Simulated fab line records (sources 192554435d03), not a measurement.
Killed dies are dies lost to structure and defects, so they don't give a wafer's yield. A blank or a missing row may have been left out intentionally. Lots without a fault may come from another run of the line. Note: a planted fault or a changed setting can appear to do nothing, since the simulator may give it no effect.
What tool caused it? :: flow n5Finfet :: 10 lots with 30 wafers sampled at 7 steps, on a route of 1938 steps

== WHAT THE GAUGES SHOWED, per wafer ==
N5_STI_FIN_REVEAL_THK_MEAS_05. Usual: thkNm reads 131.7 nm (standard deviation 1.2).
lot: L269
measured: day 2 16:07
on: filmMetro-02
thkNm (nm): 133.2 131.5 130.8
flag: 

lot: L275
measured: day 4 02:48
on: filmMetro-01
thkNm (nm): 131.4 130.6 130.7
flag: 

lot: L277
measured: day 4 17:37
on: filmMetro-02
thkNm (nm): 131.2 133.1 130.4
flag: 

lot: L278
measured: day 5 00:13
on: filmMetro-01
thkNm (nm): 131.4 130.5 130.7
flag: 

lot: L279
measured: day 5 07:27
on: filmMetro-02
thkNm (nm): 130.7 131.4 130.9
flag: 

lot: L281
measured: day 5 16:17
on: filmMetro-02
thkNm (nm): 134.0 131.0 132.2
flag: 

lot: L282
measured: day 5 20:31
on: filmMetro-02
thkNm (nm): 132.5 131.7 131.1
flag: 

lot: L284
measured: day 6 08:41
on: filmMetro-02
thkNm (nm): 131.0 129.6 130.8
flag: 

lot: L288
measured: day 7 09:55
on: filmMetro-01
thkNm (nm): 132.0 132.2 130.6
flag: 

lot: L291
measured: day 8 04:43
on: filmMetro-02
thkNm (nm): 130.7 132.8 130.3
flag: 

N5_STI_FIN_REVEAL_CD_MEAS_22: target cd 6.238 nm, pitch 28 nm. Usual: cdNm reads 6.26 nm (standard deviation 0.27).
lot: L269
measured: day 2 19:36
on: cdSem-03
cdNm (nm): 6.29 6.29 6.26
flag: 

lot: L275
measured: day 4 06:01
on: cdSem-03
cdNm (nm): 6.19 6.06 6.15
flag: 

lot: L277
measured: day 4 20:52
on: cdSem-01
cdNm (nm): 6.15 6.35 5.80
flag: 

lot: L278
measured: day 5 03:37
on: cdSem-01
cdNm (nm): 5.88 5.94 6.22
flag: 

lot: L279
measured: day 5 10:50
on: cdSem-03
cdNm (nm): 5.91 6.03 6.19
flag: 

lot: L281
measured: day 5 19:29
on: cdSem-03
cdNm (nm): 6.18 6.00 6.49
flag: 

lot: L282
measured: day 5 23:41
on: cdSem-03
cdNm (nm): 6.08 6.85 6.11
flag: 

lot: L284
measured: day 6 11:55
on: cdSem-03
cdNm (nm): 6.59 5.89 6.20
flag: 

lot: L288
measured: day 7 13:28
on: cdSem-01
cdNm (nm): 6.32 5.98 6.00
flag: 

lot: L291
measured: day 8 08:04
on: cdSem-02
cdNm (nm): 6.89 6.64 6.54
flag: 

N5_DUMMY_GATE_THK_MEAS_05. Usual: thkNm reads 72.1 nm (standard deviation 1.2).
lot: L269
measured: day 2 23:56
on: filmMetro-01
thkNm (nm): 73.4 71.6 71.3
flag: 

lot: L275
measured: day 4 10:19
on: filmMetro-01
thkNm (nm): 70.7 73.4 71.8
flag: 

lot: L277
measured: day 5 02:23
on: filmMetro-02
thkNm (nm): 71.9 69.6 70.0
flag: 

lot: L278
measured: day 5 08:16
on: filmMetro-01
thkNm (nm): 72.7 70.1 71.7
flag: 

lot: L279
measured: day 5 15:17
on: filmMetro-02
thkNm (nm): 71.9 70.6 70.5
flag: 

lot: L281
measured: day 5 23:48
on: filmMetro-02
thkNm (nm): 71.6 73.7 71.4
flag: 

lot: L282
measured: day 6 04:33
on: filmMetro-01
thkNm (nm): 48.3 47.6 49.2
flag: OFF

lot: L284
measured: day 6 16:22
on: filmMetro-02
thkNm (nm): 47.6 45.2 47.9
flag: OFF

lot: L288
measured: day 7 18:26
on: filmMetro-02
thkNm (nm): 71.1 73.3 74.8
flag: 

lot: L291
measured: day 8 12:22
on: filmMetro-02
thkNm (nm): 74.2 73.8 72.9
flag: 

N5_SDB_THK_MEAS_31. Usual: for SDB_THK the level is 64.3 nm and the standard deviation is 1.2.
lot: L269
measured: day 4 05:33
on: filmMetro-02
SDB_THK (nm): 65.5 63.9 63.5
flag: 

lot: L275
measured: day 5 14:45
on: filmMetro-01
SDB_THK (nm): 62.9 65.5 64.0
flag: 

lot: L277
measured: day 6 06:50
on: filmMetro-01
SDB_THK (nm): 64.2 61.8 62.3
flag: 

lot: L278
measured: day 6 12:26
on: filmMetro-02
SDB_THK (nm): 64.8 62.3 63.9
flag: 

lot: L279
measured: day 6 18:28
on: filmMetro-02
SDB_THK (nm): 64.1 62.8 62.8
flag: 

lot: L281
measured: day 7 03:59
on: filmMetro-01
SDB_THK (nm): 63.8 66.0 63.7
flag: 

lot: L282
measured: day 7 07:13
on: filmMetro-02
SDB_THK (nm): 40.6 39.8 41.5
flag: OFF

lot: L284
measured: day 7 20:13
on: filmMetro-01
SDB_THK (nm): 39.8 37.4 40.2
flag: OFF

lot: L288
measured: day 8 22:46
on: filmMetro-01
SDB_THK (nm): 63.4 65.5 67.0
flag: 

lot: L291
measured: day 9 15:47
on: filmMetro-02
SDB_THK (nm): 66.5 66.0 65.1
flag: 

== WHAT TOOL EACH LOT RAN ON (gives the tool, then ch and the chambers of the sampled wafers, and finally the start) ==
lot: L269
N5_DUMMY_GATE_CVD_03: lpcvd-02 ch 1/65,1/75,1/89, day 2 19:58
N5_DUMMY_GATE_CMP_04: cmp-02 ch 0,2,3, day 2 23:46
N5_DUMMY_GATE_ETCH_44: rieSi-05 ch 0,1,3, day 3 05:07

lot: L275
N5_DUMMY_GATE_CVD_03: lpcvd-02 ch 1/104,1/114,1/95, day 4 06:20
N5_DUMMY_GATE_CMP_04: cmp-02 ch 0,2, day 4 10:04
N5_DUMMY_GATE_ETCH_44: rieSi-05 ch 0,1, day 4 15:45

lot: L277
N5_DUMMY_GATE_CVD_03: lpcvd-01 ch 0/15,0/20,0/34, day 4 22:25
N5_DUMMY_GATE_CMP_04: cmp-04 ch 0,1, day 5 02:08
N5_DUMMY_GATE_ETCH_44: rieSi-03 ch 0,1,3, day 5 07:35

lot: L278
N5_DUMMY_GATE_CVD_03: lpcvd-01 ch 0/104,0/109,0/95, day 5 04:17
N5_DUMMY_GATE_CMP_04: cmp-04 ch 0,1,2, day 5 08:02
N5_DUMMY_GATE_ETCH_44: rieSi-05 ch 1,3, day 5 13:29

lot: L279
N5_DUMMY_GATE_CVD_03: lpcvd-01 ch 0/70,0/79,0/89, day 5 11:19
N5_DUMMY_GATE_CMP_04: cmp-02 ch 0,1,3, day 5 15:07
N5_DUMMY_GATE_ETCH_44: rieSi-06 ch 0,1,2, day 5 20:35

lot: L281
N5_DUMMY_GATE_CVD_03: lpcvd-02 ch 0/50,0/54,0/59, day 5 19:49
N5_DUMMY_GATE_CMP_04: cmp-01 ch 1,3, day 5 23:34
N5_DUMMY_GATE_ETCH_44: rieSi-06 ch 0,1,3, day 6 05:35

lot: L282
N5_DUMMY_GATE_CVD_03: lpcvd-01 ch 0/15,0/20,0/34, day 6 00:34
N5_DUMMY_GATE_CMP_04: cmp-01 ch 1,3, day 6 04:19
N5_DUMMY_GATE_ETCH_44: rieSi-03 ch 1,2, day 6 09:48

lot: L284
N5_DUMMY_GATE_CVD_03: lpcvd-01 ch 0/40,0/54,0/64, day 6 12:14
N5_DUMMY_GATE_CMP_04: cmp-04 ch 0,1, day 6 16:07
N5_DUMMY_GATE_ETCH_44: rieSi-06 ch 2,3, day 6 21:40

lot: L288
N5_DUMMY_GATE_CVD_03: lpcvd-01 ch 1/100,1/104,1/109, day 7 14:16
N5_DUMMY_GATE_CMP_04: cmp-01 ch 1,3, day 7 18:11
N5_DUMMY_GATE_ETCH_44: rieSi-05 ch 1,2,3, day 7 23:57

lot: L291
N5_DUMMY_GATE_CVD_03: lpcvd-02 ch 0/65,0/75,0/89, day 8 08:23
N5_DUMMY_GATE_CMP_04: cmp-04 ch 0,2,3, day 8 12:08
N5_DUMMY_GATE_ETCH_44: rieSi-05 ch 1,3, day 8 17:49
- N5_DUMMY_GATE_CVD_03: deposits a-Si from SiH4, target thk 150 nm, time 8042 s.
- N5_DUMMY_GATE_CMP_04: polishes a-Si.
- N5_DUMMY_GATE_ETCH_44: etches poly-Si in HBr/O2, stops on SiO2, target depth 127.5 nm.

== WHAT THE TOOLS THEMSELVES READ (means of the sampled wafers that have a number; where no wafer has one, the mark that the record gives instead) ==
N5_DUMMY_GATE_CVD_03. Usual: susceptorTempC 529.99 C, standard deviation 0.2; zonePowerCentrePct 7.6 %, standard deviation 0.66.
lot: L269
tool: lpcvd-02
susceptorTempC (C): 530.01
zonePowerCentrePct (%): 8.5
flag: 

lot: L275
tool: lpcvd-02
susceptorTempC (C): 529.94
zonePowerCentrePct (%): 8.5
flag: 

lot: L277
tool: lpcvd-01
susceptorTempC (C): 530.15
zonePowerCentrePct (%): 7.2
flag: 

lot: L278
tool: lpcvd-01
susceptorTempC (C): 530.21
zonePowerCentrePct (%): 7.1
flag: 

lot: L279
tool: lpcvd-01
susceptorTempC (C): 529.65
zonePowerCentrePct (%): 7.1
flag: 

lot: L281
tool: lpcvd-02
susceptorTempC (C): 530.17
zonePowerCentrePct (%): 6.7
flag: 

lot: L282
tool: lpcvd-01
susceptorTempC (C): 530.12
zonePowerCentrePct (%): 7.2
flag: 

lot: L284
tool: lpcvd-01
susceptorTempC (C): 530.06
zonePowerCentrePct (%): 7.2
flag: 

lot: L288
tool: lpcvd-01
susceptorTempC (C): 530.01
zonePowerCentrePct (%): 7.5
flag: 

lot: L291
tool: lpcvd-02
susceptorTempC (C): 530.03
zonePowerCentrePct (%): 6.7
flag: 

N5_DUMMY_GATE_CMP_04. Usual: motorCurrentA 10.2 A, standard deviation 0.76; timeToEndpointS 13.2 s, standard deviation 2.4.
lot: L269
tool: cmp-02
motorCurrentA (A): 10.4
timeToEndpointS (s): 13.8
flag: 

lot: L275
tool: cmp-02
motorCurrentA (A): 11.2
timeToEndpointS (s): 12.1
flag: 

lot: L277
tool: cmp-04
motorCurrentA (A): 11.1
timeToEndpointS (s): 12.0
flag: 

lot: L278
tool: cmp-04
motorCurrentA (A): 10.4
timeToEndpointS (s): 12.5
flag: 

lot: L279
tool: cmp-02
motorCurrentA (A): 10.6
timeToEndpointS (s): 10.8
flag: 

lot: L281
tool: cmp-01
motorCurrentA (A): 9.5
timeToEndpointS (s): 12.1
flag: 

lot: L282
tool: cmp-01
motorCurrentA (A): 9.2
timeToEndpointS (s): 12.3
flag: 

lot: L284
tool: cmp-04
motorCurrentA (A): 10.6
timeToEndpointS (s): 15.0
flag: 

lot: L288
tool: cmp-01
motorCurrentA (A): 9.6
timeToEndpointS (s): 16.7
flag: 

lot: L291
tool: cmp-04
motorCurrentA (A): 10.0
timeToEndpointS (s): 16.0
flag: 

N5_DUMMY_GATE_ETCH_44. Usual: O2_flow_sccm 10.000 sccm, standard deviation 0.026; chamberPressureMTorr 20.001 mTorr, standard deviation 0.02; drypumpMotorCurrentA 6.0 A, standard deviation 0.4; heBacksideLeakSccm 2.7 sccm, standard deviation 0.35; oesProductAu 0.724 a.u., standard deviation 0.011; throttleValvePct 18.48 %, standard deviation 0.19.
lot: L269
tool: rieSi-05
O2_flow_sccm (sccm): 10.010
chamberPressureMTorr (mTorr): 20.001
drypumpMotorCurrentA (A): 6.1
heBacksideLeakSccm (sccm): 2.8
oesProductAu (a.u.): 0.724
throttleValvePct (%): 18.56
flag: 

lot: L275
tool: rieSi-05
O2_flow_sccm (sccm): 10.021
chamberPressureMTorr (mTorr): 19.991
drypumpMotorCurrentA (A): 6.3
heBacksideLeakSccm (sccm): 2.8
oesProductAu (a.u.): 0.714
throttleValvePct (%): 18.41
flag: 

lot: L277
tool: rieSi-03
O2_flow_sccm (sccm): 10.012
chamberPressureMTorr (mTorr): 19.985
drypumpMotorCurrentA (A): 5.6
heBacksideLeakSccm (sccm): 2.9
oesProductAu (a.u.): 0.717
throttleValvePct (%): 18.46
flag: 

lot: L278
tool: rieSi-05
O2_flow_sccm (sccm): 9.968
chamberPressureMTorr (mTorr): 19.985
drypumpMotorCurrentA (A): 6.0
heBacksideLeakSccm (sccm): 2.7
oesProductAu (a.u.): 0.721
throttleValvePct (%): 18.71
flag: 

lot: L279
tool: rieSi-06
O2_flow_sccm (sccm): 9.992
chamberPressureMTorr (mTorr): 20.007
drypumpMotorCurrentA (A): 5.9
heBacksideLeakSccm (sccm): 2.7
oesProductAu (a.u.): 0.724
throttleValvePct (%): 18.45
flag: 

lot: L281
tool: rieSi-06
O2_flow_sccm (sccm): 10.000
chamberPressureMTorr (mTorr): 20.004
drypumpMotorCurrentA (A): 6.1
heBacksideLeakSccm (sccm): 2.6
oesProductAu (a.u.): 0.725
throttleValvePct (%): 18.52
flag: 

lot: L282
tool: rieSi-03
O2_flow_sccm (sccm): 9.965
chamberPressureMTorr (mTorr): 20.005
drypumpMotorCurrentA (A): 5.8
heBacksideLeakSccm (sccm): 2.4
oesProductAu (a.u.): 0.609
throttleValvePct (%): 18.45
flag: OFF

lot: L284
tool: rieSi-06
O2_flow_sccm (sccm): 10.022
chamberPressureMTorr (mTorr): 20.015
drypumpMotorCurrentA (A): 6.1
heBacksideLeakSccm (sccm): 2.5
oesProductAu (a.u.): 0.601
throttleValvePct (%): 18.58
flag: OFF

lot: L288
tool: rieSi-05
O2_flow_sccm (sccm): 10.015
chamberPressureMTorr (mTorr): 19.995
drypumpMotorCurrentA (A): 6.2
heBacksideLeakSccm (sccm): 3.1
oesProductAu (a.u.): 0.730
throttleValvePct (%): 18.61
flag: 

lot: L291
tool: rieSi-05
O2_flow_sccm (sccm): 9.972
chamberPressureMTorr (mTorr): 20.001
drypumpMotorCurrentA (A): 6.0
heBacksideLeakSccm (sccm): 2.8
oesProductAu (a.u.): 0.730
throttleValvePct (%): 18.69
flag: 

== THE ANSWER, worked out from the rows above alone ==
Rule: lot off if the mean of its wafers having a number is beyond 3 standard deviations from the usual mean. A lot without any number at a reading at which 4 lots or more have one is off too. The other lots that the step has rows for count as sound. The gauges are gone through in route order, then the tools' own readings, and for those a lot's mean is taken as printed above. The first step at which some lot is off is used, and at that step the reading that is off furthest; a lot without a number counts as furthest.
Off: L282, L284, at N5_DUMMY_GATE_THK_MEAS_05 (thkNm).
A tool fits if, at a process step before that reading, it ran every lot that is off, and no sound lot after the first of them. Not tried: the gauges at N5_DUMMY_GATE_THK_MEAS_05; whatever is off there is also off at N5_DUMMY_GATE_ETCH_44, on other tools, and gauge error can't account for it. Of those tried, none fits.

== WHAT THE SIMULATOR HAD PUT IN ==
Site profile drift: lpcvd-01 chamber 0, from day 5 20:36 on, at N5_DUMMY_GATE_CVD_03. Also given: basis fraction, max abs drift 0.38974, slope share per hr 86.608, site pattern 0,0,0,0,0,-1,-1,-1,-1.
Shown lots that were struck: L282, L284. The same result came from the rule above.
